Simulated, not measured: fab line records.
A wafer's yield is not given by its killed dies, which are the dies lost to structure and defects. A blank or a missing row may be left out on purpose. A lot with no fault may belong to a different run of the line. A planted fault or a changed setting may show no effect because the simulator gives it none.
Check of tool commonality | flow nand-harc | Sample size 15 lots and 45 wafers

WHY IT WAS OPENED
Flagged at NHARC_END_SORT_01: reading killed-at-array, on 3 of 15 lots. Fault-free wafers read 26, with a standard deviation of 9.9.
Rule: a lot gets a flag if all its wafers with a number sit over 4 standard deviations from that mean, or if no wafer of it has a number. All remaining lots are regarded as sound.

lot  | measured     | on        | killed-at-array, wafer by wafer | flag
L593 | day 19 08:55 | prober-02 | 23 34 24                        |
L596 | day 19 19:42 | prober-01 | 9 10 13                         |
L595 | day 20 15:25 | prober-02 | 24 31 25                        |
L597 | day 20 16:10 | prober-01 | 671 673 676                     | FLAGGED
L599 | day 21 00:59 | prober-01 | 23 14 27                        |
L598 | day 21 09:30 | prober-02 | 673 676 673                     | FLAGGED
L604 | day 22 00:26 | prober-02 | 676 673 674                     | FLAGGED
L606 | day 22 16:44 | prober-01 | 35 36 35                        |
L608 | day 22 22:02 | prober-02 | 26 34 25                        |
L609 | day 22 23:43 | prober-01 | 33 26 33                        |
L611 | day 23 12:40 | prober-02 | 29 12 15                        |
L610 | day 23 12:43 | prober-01 | 33 39 41                        |
L616 | day 24 07:27 | prober-02 | 20 26 20                        |
L614 | day 24 16:04 | prober-02 | 33 39 35                        |
L615 | day 24 21:35 | prober-01 | 13 15 18                        |
Average over the flagged lots: 674; offset from the usual +648, equal to +65 standard deviations.

TOOL THAT RAN EACH LOT
The record holds 1 process step before the reading, out of a route of 1159 steps. In each cell: the tool, then ch and the chambers that the sampled wafers went through, then the start.
lot  | flag    | NHARC_A_CHANNEL_HOLE_D1_DEP_00
L593 |         | acl-dep-03 ch 0, day 8 03:38
L596 |         | acl-dep-01 ch 0, day 8 17:40
L595 |         | acl-dep-03 ch 0, day 8 19:26
L597 | FLAGGED | acl-dep-03 ch 0, day 9 10:43 and acl-dep-02 ch 0, day 9 13:52
L599 |         | acl-dep-01 ch 0, day 9 09:30
L598 | FLAGGED | acl-dep-02 ch 0, day 9 09:30 and acl-dep-01 ch 0, day 9 11:43
L604 | FLAGGED | acl-dep-01 ch 0, day 10 20:16 and acl-dep-03 ch 0, day 10 22:53
L606 |         | acl-dep-03 ch 0, day 11 08:46
L608 |         | acl-dep-01 ch 0, day 12 00:50
L609 |         | acl-dep-03 ch 0, day 11 23:47
L611 |         | acl-dep-01 ch 0, day 12 11:37
L610 |         | acl-dep-01 ch 0, day 12 09:44
L616 |         | acl-dep-02 ch 0, day 13 11:03
L614 |         | acl-dep-03 ch 0, day 13 09:34
L615 |         | acl-dep-03 ch 0, day 13 11:10
What is done by these steps:
- NHARC_A_CHANNEL_HOLE_D1_DEP_00: deposits aC, target thk 3100 nm.
- NHARC_END_SORT_01

FLAGGED OVER TOTAL, TOOL BY TOOL (the gauges that took the reading come last)
step                           | tool       | lots run | flagged | share of the flagged lots | sound lots run after its first flagged lot
NHARC_A_CHANNEL_HOLE_D1_DEP_00 | acl-dep-01 | 7        | 2       | some                      | 3 (L608,L610,L611)
NHARC_A_CHANNEL_HOLE_D1_DEP_00 | acl-dep-02 | 3        | 2       | some                      | 1 (L616)
NHARC_A_CHANNEL_HOLE_D1_DEP_00 | acl-dep-03 | 8        | 2       | some                      | 4 (L606,L609,L614,L615)
NHARC_END_SORT_01              | prober-01  | 7        | 1       | some                      | 5 (L599,L606,L609,L610,L615)
NHARC_END_SORT_01              | prober-02  | 8        | 2       | some                      | 4 (L608,L611,L616,L614)

WHAT THE TABLE PERMITS
No row of the table ran every flagged lot.

WHAT HAD BEEN PUT IN BY THE SIMULATOR
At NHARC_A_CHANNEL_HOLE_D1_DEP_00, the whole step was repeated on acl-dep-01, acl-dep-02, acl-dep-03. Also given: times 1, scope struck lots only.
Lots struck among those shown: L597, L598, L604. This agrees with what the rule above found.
